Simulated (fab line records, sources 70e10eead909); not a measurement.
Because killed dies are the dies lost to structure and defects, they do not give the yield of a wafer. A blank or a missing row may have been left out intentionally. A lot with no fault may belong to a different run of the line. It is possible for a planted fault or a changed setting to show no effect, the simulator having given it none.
Matching of chambers / flow nand_harc / ald_hk-03 running NHARC_A_WL_FILL_ALD_00: 4 sister chambers
The step deposits Al2O3, target thk 3 nm, pulse time 3 s, ald cycles 30. 4 wafers are shown with their chamber, then 7 later ones without.

== WAFERS WITH THEIR CHAMBER ==
wafer=L077.4; chamber=1; heater_power_w (W)=495
wafer=L089.3; chamber=2; heater_power_w (W)=470
wafer=L092.1; chamber=0; heater_power_w (W)=437
wafer=L092.5; chamber=3; heater_power_w (W)=439

== WAFERS WITHOUT THEIR CHAMBER ==
wafer=L092.6; heater_power_w (W)=473
wafer=L093.2; heater_power_w (W)=513
wafer=L093.3; heater_power_w (W)=470
wafer=L093.5; heater_power_w (W)=442
wafer=L095.1; heater_power_w (W)=447
wafer=L095.4; heater_power_w (W)=445
wafer=L095.5; heater_power_w (W)=448

== CHAMBER TAKEN BY EACH ==
wafer=L092.6; from the rows above=2; in truth=2
wafer=L093.2; from the rows above=1; in truth=1
wafer=L093.3; from the rows above=2; in truth=2
wafer=L093.5; from the rows above=can't be placed: 3 or 0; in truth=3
wafer=L095.1; from the rows above=can't be placed: 3 or 0 or 2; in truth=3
wafer=L095.4; from the rows above=can't be placed: 3 or 0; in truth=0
wafer=L095.5; from the rows above=can't be placed: 3 or 0 or 2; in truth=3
3 of 7 placed correctly. Unplaceable from these rows: 4, with the true chamber sitting among the candidates in 4. Placed wrongly: 0.
How it was worked out, from the rows above alone: a wafer's distance from a chamber is the root of the sum, over the readings, of the square of ((its reading less the chamber's mean) divided by the reading's scatter). If the next closest chamber is less than 2 further off than the closest, the wafer can't be placed; otherwise it belongs to the closest. Each chamber's mean is taken over the wafers shown for it. The scatter: with one shown wafer a chamber, the root of the mean of the squares of how far each hidden wafer lies from its nearest shown one.
